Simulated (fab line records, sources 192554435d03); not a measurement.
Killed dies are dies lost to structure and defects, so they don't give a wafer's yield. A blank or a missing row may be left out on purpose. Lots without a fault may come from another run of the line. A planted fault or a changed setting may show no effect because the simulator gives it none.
Chamber matching | flow n5_finfet | N5_BEOL_M15_ETCH_57 on rie_diel-01: 4 sister chambers
The step etches SOC in N2/H2, time 750 s. 16 wafers are shown with their chamber, then 8 later ones without.

WAFERS WITH THEIR CHAMBER
wafer  | chamber | showerhead_plenum_p_Torr (Torr) | oes_product_au (a.u.) | drypump_motor_current_A (A)
L078.2 | 3       | 2.42                            | 0.69                  | 5.7
L078.5 | 3       | 2.42                            | 0.69                  | 5.7
L078.6 | 2       | 2.50                            | 0.96                  | 5.4
L082.1 | 1       | 2.52                            | 0.71                  | 5.5
L082.3 | 3       | 2.42                            | 0.70                  | 5.6
L082.5 | 0       | 2.54                            | 0.78                  | 5.3
L080.2 | 3       | 2.42                            | 0.69                  | 5.7
L080.5 | 2       | 2.50                            | 0.95                  | 5.4
L080.6 | 3       | 2.42                            | 0.69                  | 5.7
L083.1 | 1       | 2.51                            | 0.71                  | 5.5
L083.3 | 2       | 2.50                            | 0.93                  | 5.4
L083.4 | 3       | 2.42                            | 0.69                  | 5.7
L086.3 | 2       | 2.49                            | 0.93                  | 5.4
L086.4 | 1       | 2.51                            | 0.70                  | 5.5
L086.5 | 3       | 2.42                            | 0.69                  | 5.7
L088.2 | 3       | 2.42                            | 0.69                  | 5.7

SIGNATURES (means of the wafers above)
reading                  | chamber 0 | chamber 1 | chamber 2 | chamber 3 | scatter within a chamber
showerhead_plenum_p_Torr | 2.5400    | 2.5133    | 2.4975    | 2.4200    | 0.00344
oes_product_au           | 0.7800    | 0.7067    | 0.9425    | 0.6912    | 0.00831
drypump_motor_current_A  | 5.300     | 5.500     | 5.400     | 5.688     | 0.027
Rule: a wafer's distance from a chamber is the root of the sum, over the readings, of the square of ((its reading less the chamber's mean) divided by the reading's scatter). The wafer belongs to the nearest chamber; if the next one is less than 2 further off, it can't be placed. The scatter: the root of (the sum of the squares of (reading less its chamber's mean) over the shown wafers, divided by (wafers less chambers)).

WAFERS WITHOUT THEIR CHAMBER
wafer  | showerhead_plenum_p_Torr (Torr) | oes_product_au (a.u.) | drypump_motor_current_A (A)
L088.4 | 2.49                            | 0.92                  | 5.4
L088.5 | 2.51                            | 0.70                  | 5.5
L092.1 | 2.51                            | 0.68                  | 5.5
L092.2 | 2.42                            | 0.68                  | 5.7
L092.3 | 2.53                            | 0.76                  | 5.3
L093.2 | 2.51                            | 0.69                  | 5.5
L093.3 | 2.41                            | 0.68                  | 5.7
L093.4 | 2.49                            | 0.89                  | 5.4

WHICH CHAMBER EACH WENT THROUGH
wafer  | from the rows above | in truth
L088.4 | 2                   | 2
L088.5 | 1                   | 1
L092.1 | 1                   | 1
L092.2 | 3                   | 3
L092.3 | 0                   | 0
L093.2 | 1                   | 1
L093.3 | 3                   | 3
L093.4 | 2                   | 2
Placed correctly: 8 of 8. Can't be placed from these rows: 0. Placed wrongly: 0.
